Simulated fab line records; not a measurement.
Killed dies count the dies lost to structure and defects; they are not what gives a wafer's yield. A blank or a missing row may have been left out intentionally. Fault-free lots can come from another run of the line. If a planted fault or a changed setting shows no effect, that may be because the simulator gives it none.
Struck lot and sound lot, side by side / flow n5-finfet / 25 out of 1938 route steps
Sound: the wafers L641.3, L641.5, L641.6. Struck: wafers L628.1, L628.4, L628.5. Last of all comes the cause.
Each step with rows lists, per side, the tool, then ch with its chambers, then its first start. Under that, the readings that differ: sound wafers / struck wafers / difference of the means / sigmas: that difference in standard deviations of wafers without a fault.
alike: a reading whose means differ by less than 2 such deviations, as well as words and numbers matching on both sides. not compared: withheld readings; readings where some wafer has no value; bounds like >300 that might hide an equal value; numbers whose values overlap and for which the record gives no deviation.
A row with sigmas, a row that says differs or no value, or rows on one side alone: a step with any of these is where the two part. Non-overlapping numbers with no deviation appear without sigmas and do not part them. A reading missing from all wafers of one side parts the sides only when that side holds two or more wafers.

first, 11 steps without rows for these wafers: N5_BEOL_M4_ETCH_74 (etches underlayer in N2/H2, target depth 6.5 nm, time 5.2 s); N5_BEOL_M4_ETCH_63 (etches SiARC in CF4, target depth 15.6 nm, time 26 s); N5_BEOL_M4_ETCH_64 (etches SOC in N2/H2, target depth 75 nm, overetch 22.5 nm, time 121.9 s); N5_BEOL_M4_STRIP_65 (strips in N2/H2); N5_BEOL_M4_STRIP_75 (strips in N2/H2); N5_BEOL_M4_STRIP_66 (strips in CF4); N5_BEOL_M4_HM_OPEN_17 (chemistry Cl2/BCl3, target TiN, target depth 20 nm, overetch 6 nm); N5_BEOL_M4_STRIP_19 (strips in O2); N5_BEOL_M4_COAT_67 (time 60 s, resist thk 60 nm); N5_BEOL_M4_COAT_68 (time 60 s, resist thk 12 nm); N5_BEOL_M4_COAT_76 (time 60 s, resist thk 5 nm).
N5_BEOL_M4_COAT_22: resist thk 30 nm.
  sound on litho-track-02 ch 0, day 13 23:40; struck on litho-track-02 ch 0, day 10 20:28
reading=spin-speed-rpm (rpm); sound=1500.0 1501.0 1501.3; struck=1705.0 1704.5 1705.8; difference=+204.3; sigmas=+99 or more
reading=model.CAR-EUV_of_BEOL_M4_COAT_22.thk-nm (nm); sound=30 30 30; struck=28 28.2 28; difference=-2; sigmas=
then, 9 steps without rows for these wafers: N5_BEOL_M4_EBR_24; N5_BEOL_M4_SOFTBAKE_23 (time 60 s); N5_BEOL_M4_EXPOSE_25 (exposes mask V3, defocus 5 nm); N5_BEOL_M4_PEB_26 (peb time 60 s); N5_BEOL_M4_DEVELOP_27 (develop time 30 s); N5_BEOL_M4_DESCUM_33 (chemistry O2, time 7 s); N5_BEOL_M4_ETCH_77 (etches underlayer in N2/H2, target depth 6.5 nm, time 5.2 s); N5_BEOL_M4_ETCH_69 (etches SiARC in CF4, target depth 15.6 nm, time 26 s); N5_BEOL_M4_ALD_98 (deposits SiO2, target thk 2.5 nm, pulse time 1 s, co reactant pulse time 1 s).
N5_BEOL_M4_ETCHBACK_99: etches SiO2 in CHF3, target depth 5 nm, time 10.4 s.
  sound on rie-diel-02 ch 2,3, day 14 01:35; struck on rie-diel-02 ch 0,1,2, day 10 22:07
reading=model.CAR-EUV_of_BEOL_M4_COAT_22.thk-nm (nm); sound=10.4 10.2 10.4; struck=8.6 8.4 8.4; difference=-1.9; sigmas=
  alike: drypump-motor-current-A, oes-product-au, rf-vpp-V, showerhead-plenum-p-Torr, throttle-valve-pct
  not compared: rf-hours-counter-h
then, 1 step without rows for these wafers: N5_BEOL_M4_ETCH_70 (etches SOC in N2/H2, target depth 80 nm, overetch 24 nm, time 130 s).
N5_BEOL_M4_RC_MEAS_101:
  sound on prober-02 ch 0, day 14 06:32; struck on prober-01 ch 0, day 11 02:39
reading=DIBL_N (mV/V); sound=41.2 36.9 38.1; struck=32.0 35.1 35.2; difference=-4.6; sigmas=-2
  alike: DIBL_P, IOFF_N, IOFF_P, ION_N, ION_P, SS_N, SS_P, VT_N, VT_P
N5_PASSIVATION_PROBE_49:
  the record holds rows for the sound wafers here (prober-01, day 18 22:49) but none for the struck ones

## WHERE THEY PART
Earliest at N5_BEOL_M4_COAT_22; latest, in this record, at N5_PASSIVATION_PROBE_49.

WHY: what had been put in by the simulator
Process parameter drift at N5_BEOL_M4_COAT_22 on litho-track-02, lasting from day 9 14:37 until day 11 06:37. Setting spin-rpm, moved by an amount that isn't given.
